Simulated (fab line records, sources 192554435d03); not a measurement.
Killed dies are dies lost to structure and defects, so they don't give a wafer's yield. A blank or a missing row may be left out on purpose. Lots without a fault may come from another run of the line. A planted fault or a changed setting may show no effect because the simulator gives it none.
Chamber matching | flow n5_finfet | N5_ZERO_LAYER_DESCUM_16 on rie_diel-03: 4 sister chambers
The step chemistry O2, time 7.9 s. 4 wafers are shown with their chamber, then 8 later ones without.

WAFERS WITH THEIR CHAMBER
wafer  | chamber | showerhead_plenum_p_Torr (Torr)
L078.6 | 3       | 1.98
L088.1 | 2       | 2.13
L088.5 | 1       | 2.01
L090.1 | 0       | 2.10

WAFERS WITHOUT THEIR CHAMBER
wafer  | showerhead_plenum_p_Torr (Torr)
L090.2 | 2.01
L090.6 | 2.10
L093.1 | 2.10
L093.3 | 2.00
L093.4 | 2.23
L096.1 | 2.23
L096.4 | 2.12
L096.5 | 2.09

WHICH CHAMBER EACH WENT THROUGH
wafer  | from the rows above               | in truth
L090.2 | can't be placed: 1 or 3 or 0      | 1
L090.6 | can't be placed: 0 or 2 or 1      | 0
L093.1 | can't be placed: 0 or 2 or 1      | 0
L093.3 | can't be placed: 1 or 3 or 0      | 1
L093.4 | can't be placed: 2 or 0           | 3
L096.1 | can't be placed: 2 or 0           | 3
L096.4 | can't be placed: 2 or 0 or 1      | 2
L096.5 | can't be placed: 0 or 2 or 1 or 3 | 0
Placed correctly: 0 of 8. Can't be placed from these rows: 8 (the true chamber is among the candidates in 6). Placed wrongly: 0.
How it was worked out, from the rows above alone: a wafer's distance from a chamber is the root of the sum, over the readings, of the square of ((its reading less the chamber's mean) divided by the reading's scatter). The wafer belongs to the nearest chamber; if the next one is less than 2 further off, it can't be placed. A chamber's mean is the mean of its shown wafers. The scatter: with one shown wafer a chamber, the root of the mean of the squares of how far each hidden wafer lies from its nearest shown one.
